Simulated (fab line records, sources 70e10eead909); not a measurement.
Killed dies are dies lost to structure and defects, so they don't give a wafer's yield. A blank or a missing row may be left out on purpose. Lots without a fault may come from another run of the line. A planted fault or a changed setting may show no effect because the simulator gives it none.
Problem report in the 8D (eight disciplines) form, filled by code | flow nand_harc | the parts of the form that need people (team, actions taken, sign-off) are left out

1. THE PROBLEM
killed_at_periphery at NHARC_END_SORT_01 reads a mean of 625.5 on 2 wafers of 2 lots; wafers without a fault read 3.5 with a standard deviation of 2.3. That is +99 or more standard deviations from the usual mean.
First seen on wafer L806.1, day 26 08:02, on prober-02. The record holds 26 wafers of 9 lots with a number at this step. Rule for "out", or "out of limits": more than 4 standard deviations from the usual mean. The other wafers with a number count as sound.

2. WHAT IT IS AND WHAT IT IS NOT
question                    | is                                                     | is not
which readings at this step | killed_at_periphery, defect_limited_yield, killed_dies | killed_at_array, killed_at_other, killed_open
which lots                  | L806, L807                                             | L804, L817, L818, L819, L820, L821, L824
which wafers of those lots  | L806.1, L807.3                                         | L806.2, L806.5, L807.1, L807.4
read on which gauges        | prober-01, prober-02                                   | -
when                        | from day 26 08:02                                      | up to then (3 sound wafers); but 21 sound wafers of L806, L807, L817, L818, L819, L820, L821, L824 came after

3. SUSPECTS, AND WHAT RULES EACH OUT
Counting: a tool at a process step up to the reading stays a suspect if it ran every lot that is out. Sound lots after the first of them don't rule it out here, since some wafers of a struck lot are sound.
- the gauge at NHARC_END_SORT_01: ruled out. The wafers that are out were read on 2 gauges (prober-01, prober-02).
- rie_diel-06 at NHARC_P_BONDPAD_ETCH_24 (etches the open film in CF4/N2, target depth 30 nm, time 72.99 s): kept. It ran every lot that is out, first L806 (day 8 09:29); its last sound lot up to then is L804 (day 7 12:22). Its own readings are out on those wafers: oes_product_au, rf_fwd_power_W.
- pvd_sputter-02 at NHARC_P_BONDPAD_PRE_CLEAN_26 (time 30 s): kept. It ran every lot that is out, first L806 (day 8 10:37). NHARC_P_BONDPAD_PRE_CLEAN_26 gives no start for some lots, so the hours and the order of its lots are those of NHARC_P_BONDPAD_ANNEAL_28.
- pvd_sputter-02 at NHARC_P_BONDPAD_PVD_27 (deposits Cu, target thk 30 nm, time 20.49 s): kept. It ran every lot that is out, first L806 (day 8 10:37). NHARC_P_BONDPAD_PVD_27 gives no start for some lots, so the hours and the order of its lots are those of NHARC_P_BONDPAD_ANNEAL_28.
- rtp_anneal-01 at NHARC_P_BONDPAD_ANNEAL_28 (time 90 s): kept. It ran every lot that is out, first L806 (day 8 10:37); its last sound lot up to then is L804 (day 7 13:44).
- Within rie_diel-06 at NHARC_P_BONDPAD_ETCH_24: the wafers that are out ran in chamber 2; their sound lot-mates ran in chambers 0, 1, 3.
Left after counting: rie_diel-06 at NHARC_P_BONDPAD_ETCH_24, pvd_sputter-02 at NHARC_P_BONDPAD_PRE_CLEAN_26, pvd_sputter-02 at NHARC_P_BONDPAD_PVD_27, rtp_anneal-01 at NHARC_P_BONDPAD_ANNEAL_28.

4. THE CAUSE (what the simulator had put in)
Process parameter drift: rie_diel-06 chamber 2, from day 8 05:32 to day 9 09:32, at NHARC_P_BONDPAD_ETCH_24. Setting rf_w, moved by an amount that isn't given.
Counting left 4 suspects, and this tool is among them.

5. THE CHAIN OF EFFECTS, in route order
Each row: a reading whose mean over the struck wafers that have a number lies more than 3 standard deviations from the usual. Only readings for which the record gives a usual standard deviation are gone through. hours: the time from each lot's start at the first step in this table that gives one to its start at this step, as a median over the lots. sigmas: the change in usual standard deviations.
hours | step                    | reading              | usual      | on struck wafers | change | sigmas
0     | NHARC_P_BONDPAD_ETCH_24 | oes_product_au       | 1.001 a.u. | 0.759            | -0.242 | -26
0     | NHARC_P_BONDPAD_ETCH_24 | rf_fwd_power_W       | 297.6 W    | 177.8            | -119.8 | -99 or more
435   | NHARC_END_SORT_01       | defect_limited_yield | 89.8 %     | 0.0              | -89.8  | -31
435   | NHARC_END_SORT_01       | killed_at_periphery  | 3.5        | 625.5            | +622.0 | +99 or more
435   | NHARC_END_SORT_01       | killed_dies          | 69         | 677              | +608   | +32
The process steps in it:
- NHARC_P_BONDPAD_ETCH_24: etches the open film in CF4/N2, target depth 30 nm, time 72.99 s.

6. WHAT WOULD HAVE CAUGHT IT SOONER
In this record the first reading out of limits at a measuring or inspecting step was taken at day 26 08:02, 434 hours after the fault began at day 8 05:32.
The tool's own readings at NHARC_P_BONDPAD_ETCH_24 were out on every struck wafer that the step has a row for (oes_product_au, rf_fwd_power_W): an alarm limit on them would have fired on the first of those.
All the lots that are out (2) had begun NHARC_P_BONDPAD_ETCH_24 on rie_diel-06 by day 26 08:02. A hold on the tool at that time would have spared none of them.
